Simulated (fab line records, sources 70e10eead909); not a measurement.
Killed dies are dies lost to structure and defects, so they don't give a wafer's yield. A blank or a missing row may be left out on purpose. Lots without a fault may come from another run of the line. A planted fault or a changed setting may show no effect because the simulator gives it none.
Which tool did it? | flow nand_harc | 14 lots, 42 wafers sampled, at 4 steps of a route of 1302

WHAT THE GAUGES READ, wafer by wafer
The record holds no reading of a measuring or inspecting step that can be judged against a usual standard deviation.

WHICH TOOL RAN EACH LOT (tool, then ch and the chambers of the sampled wafers, then the start)
lot  | NHARC_A_SLIT_ETCH_24               | NHARC_A_WL_FILL_CVD_03        | NHARC_A_WL_FILL_ETCHBACK_17       | NHARC_A_WL_FILL_ALD_19
L420 | rie_diel-11 ch 0,2,3, day 20 04:32 | cvd_w-01 ch 0,1, day 20 17:42 | rie_metal-01 ch 0,1, day 21 05:26 | ald_metal-01 ch 1,3, day 21 10:56
L421 | rie_diel-02 ch 1,2,3, day 20 13:07 | cvd_w-02 ch 0,1, day 21 04:49 | rie_metal-02 ch 1, day 21 16:35   | ald_metal-01 ch 2,3, day 21 22:04
L419 | rie_diel-02 ch 0,2,3, day 20 13:56 | cvd_w-01 ch 0,1, day 21 07:44 | rie_metal-03 ch 0,1, day 21 16:39 | ald_metal-02 ch 0,1,2, day 21 22:07
L424 | rie_diel-02 ch 2,3, day 22 12:11   | cvd_w-02 ch 0,1, day 23 02:02 | rie_metal-02 ch 0,1, day 23 13:01 | ald_metal-03 ch 0,1,3, day 23 18:31
L430 | rie_diel-11 ch 0,1,2, day 23 17:43 | cvd_w-01 ch 0,1, day 24 11:14 | rie_metal-03 ch 0,1, day 25 03:37 | ald_metal-02 ch 2,3, day 25 10:22
L431 | rie_diel-11 ch 1,3, day 24 22:57   | cvd_w-01 ch 0,1, day 25 13:38 | rie_metal-03 ch 0,1, day 26 00:46 | ald_metal-01 ch 2,3, day 26 06:14
L433 | rie_diel-02 ch 1,2, day 25 20:59   | cvd_w-01 ch 0,1, day 26 10:40 | rie_metal-01 ch 0,1, day 26 21:05 | ald_metal-01 ch 2,3, day 27 02:31
L435 | rie_diel-06 ch 0,2,3, day 26 00:27 | cvd_w-01 ch 0,1, day 26 20:26 | rie_metal-02 ch 0,1, day 27 06:48 | ald_metal-01 ch 1,2,3, day 27 10:25
L436 | rie_diel-11 ch 0,1, day 27 01:43   | cvd_w-02 ch 1, day 28 00:30   | rie_metal-01 ch 1, day 28 11:20   | ald_metal-02 ch 2,3, day 28 16:42
L438 | rie_diel-02 ch 0,1,3, day 27 13:05 | cvd_w-02 ch 0,1, day 28 05:15 | rie_metal-03 ch 0,1, day 28 16:13 | ald_metal-02 ch 0,1,2, day 28 21:42
L439 | rie_diel-02 ch 0,3, day 27 23:34   | cvd_w-02 ch 0,1, day 28 14:53 | rie_metal-03 ch 0,1, day 29 05:14 | ald_metal-02 ch 0,1,3, day 29 11:04
L440 | rie_diel-06 ch 1,2,3, day 28 07:15 | cvd_w-02 ch 0,1, day 29 00:01 | rie_metal-01 ch 0,1, day 29 10:40 | ald_metal-03 ch 1,3, day 29 16:09
L441 | rie_diel-11 ch 0,3, day 29 09:07   | cvd_w-01 ch 0,1, day 29 23:05 | rie_metal-03 ch 0,1, day 30 10:00 | ald_metal-02 ch 1,2,3, day 30 15:27
L442 | rie_diel-11 ch 1,2,3, day 29 15:03 | cvd_w-02 ch 0,1, day 30 07:14 | rie_metal-02 ch 0,1, day 30 19:02 | ald_metal-03 ch 0,2,3, day 31 00:30
- NHARC_A_SLIT_ETCH_24: etches the open film in CF4/CHF3, target depth 121 nm, time 60.5 s.
- NHARC_A_WL_FILL_CVD_03: deposits W, target thk 40 nm, time 279 s.
- NHARC_A_WL_FILL_ETCHBACK_17: etches the open film in Cl2/BCl3, target depth 4 nm, time 26.7 s.
- NHARC_A_WL_FILL_ALD_19: deposits TiN, target thk 2 nm, pulse time 3 s, ald cycles 100.

WHAT THE TOOLS THEMSELVES READ (means of the sampled wafers that have a number; where no wafer has one, the mark that the record gives instead)
NHARC_A_SLIT_ETCH_24. Usual: drypump_motor_current_A 5.7 A, standard deviation 0.41; oes_product_au 0.960 a.u., standard deviation 0.017; rf_vpp_V 369.9 V, standard deviation 1.8; showerhead_plenum_p_Torr 1.55 Torr, standard deviation 0.048; throttle_valve_pct 16.803 %, standard deviation 0.0084.
lot  | tool        | drypump_motor_current_A (A) | oes_product_au (a.u.) | rf_vpp_V (V) | showerhead_plenum_p_Torr (Torr) | throttle_valve_pct (%) | flag
L420 | rie_diel-11 | 5.9                         | 0.967                 | 370.4        | 1.57                            | 16.803                 |
L421 | rie_diel-02 | 5.7                         | 0.968                 | 369.4        | 1.53                            | 16.798                 |
L419 | rie_diel-02 | 5.7                         | 0.954                 | 368.2        | 1.49                            | 16.803                 |
L424 | rie_diel-02 | 5.9                         | 0.954                 | 369.2        | 1.50                            | 16.795                 |
L430 | rie_diel-11 | 5.8                         | 0.968                 | 370.3        | 1.57                            | 16.797                 |
L431 | rie_diel-11 | 5.5                         | 0.937                 | 371.5        | 1.56                            | 16.792                 |
L433 | rie_diel-02 | 5.2                         | 0.980                 | 369.4        | 1.52                            | 16.806                 |
L435 | rie_diel-06 | 5.8                         | 0.965                 | 370.0        | 1.57                            | 16.807                 |
L436 | rie_diel-11 | 5.4                         | 0.975                 | 370.1        | 1.56                            | 16.802                 |
L438 | rie_diel-02 | 6.0                         | 0.956                 | 368.9        | 1.53                            | 16.794                 |
L439 | rie_diel-02 | 6.1                         | 0.954                 | 368.1        | 1.50                            | 16.806                 |
L440 | rie_diel-06 | 6.0                         | 0.972                 | 371.3        | 1.60                            | 16.810                 |
L441 | rie_diel-11 | 5.7                         | 0.966                 | 369.6        | 1.55                            | 16.810                 |
L442 | rie_diel-11 | 5.8                         | 0.966                 | 370.2        | 1.57                            | 16.804                 |

NHARC_A_WL_FILL_CVD_03. Usual: heater_power_w 502 W, standard deviation 28; throttle_valve_pct 8.1 %, standard deviation 0.41.
lot  | tool     | heater_power_w (W) | throttle_valve_pct (%) | flag
L420 | cvd_w-01 | 506                | 8.0                    |
L421 | cvd_w-02 | 495                | 8.0                    |
L419 | cvd_w-01 | 491                | 8.3                    |
L424 | cvd_w-02 | 498                | 7.7                    |
L430 | cvd_w-01 | 519                | 7.8                    |
L431 | cvd_w-01 | 504                | 8.0                    |
L433 | cvd_w-01 | 510                | 8.0                    |
L435 | cvd_w-01 | 519                | 8.0                    |
L436 | cvd_w-02 | 463                | 7.8                    |
L438 | cvd_w-02 | 502                | 8.2                    |
L439 | cvd_w-02 | 486                | 8.0                    |
L440 | cvd_w-02 | 503                | 8.4                    |
L441 | cvd_w-01 | 491                | 8.1                    |
L442 | cvd_w-02 | 485                | 7.9                    |

NHARC_A_WL_FILL_ETCHBACK_17. Usual: drypump_motor_current_A 5.7 A, standard deviation 0.51; oes_product_au 0.998 a.u., standard deviation 0.011.
lot  | tool         | drypump_motor_current_A (A) | oes_product_au (a.u.) | flag
L420 | rie_metal-01 | 5.0                         | 1.017                 |
L421 | rie_metal-02 | 5.7                         | 1.006                 |
L419 | rie_metal-03 | 6.0                         | 0.990                 |
L424 | rie_metal-02 | 5.6                         | 1.011                 |
L430 | rie_metal-03 | 6.0                         | 0.922                 | OFF
L431 | rie_metal-03 | 6.3                         | 0.864                 | OFF
L433 | rie_metal-01 | 5.0                         | 0.984                 |
L435 | rie_metal-02 | 5.6                         | 1.009                 |
L436 | rie_metal-01 | 5.5                         | 1.006                 |
L438 | rie_metal-03 | 6.3                         | 0.989                 |
L439 | rie_metal-03 | 6.0                         | 0.983                 |
L440 | rie_metal-01 | 5.3                         | 0.997                 |
L441 | rie_metal-03 | 6.0                         | 0.994                 |
L442 | rie_metal-02 | 5.6                         | 1.005                 |

NHARC_A_WL_FILL_ALD_19. Usual: heater_power_w 1070 W, standard deviation 130; precursor_pulse_height_rel 0.998, standard deviation 0.017.
lot  | tool         | heater_power_w (W) | precursor_pulse_height_rel | flag
L420 | ald_metal-01 | 1105               | 0.991                      |
L421 | ald_metal-01 | 1128               | 0.987                      |
L419 | ald_metal-02 | 1009               | 0.992                      |
L424 | ald_metal-03 | 1122               | 1.013                      |
L430 | ald_metal-02 | 1047               | 1.002                      |
L431 | ald_metal-01 | 1091               | 0.984                      |
L433 | ald_metal-01 | 1051               | 0.999                      |
L435 | ald_metal-01 | 1075               | 1.001                      |
L436 | ald_metal-02 | 1072               | 1.000                      |
L438 | ald_metal-02 | 1011               | 0.994                      |
L439 | ald_metal-02 | 964                | 1.001                      |
L440 | ald_metal-03 | 1068               | 1.014                      |
L441 | ald_metal-02 | 1064               | 0.995                      |
L442 | ald_metal-03 | 1102               | 0.990                      |

THE ANSWER, worked out from the rows above alone
Rule: a lot is off if the mean of its wafers that have a number lies more than 3 standard deviations from the usual mean. A lot without any number at a reading at which 4 lots or more have one is off too. The other lots that the step has rows for count as sound. The gauges are gone through in route order, then the tools' own readings, and for those a lot's mean is taken as printed above. The first step at which some lot is off is used, and at that step the reading that is off furthest; a lot without a number counts as furthest.
Off: L430, L431, at NHARC_A_WL_FILL_ETCHBACK_17 (oes_product_au).
A tool fits if, at that step or a process step before it, it ran every lot that is off, and no sound lot after the first of them. None of those tried fits.

WHAT THE SIMULATOR HAD PUT IN
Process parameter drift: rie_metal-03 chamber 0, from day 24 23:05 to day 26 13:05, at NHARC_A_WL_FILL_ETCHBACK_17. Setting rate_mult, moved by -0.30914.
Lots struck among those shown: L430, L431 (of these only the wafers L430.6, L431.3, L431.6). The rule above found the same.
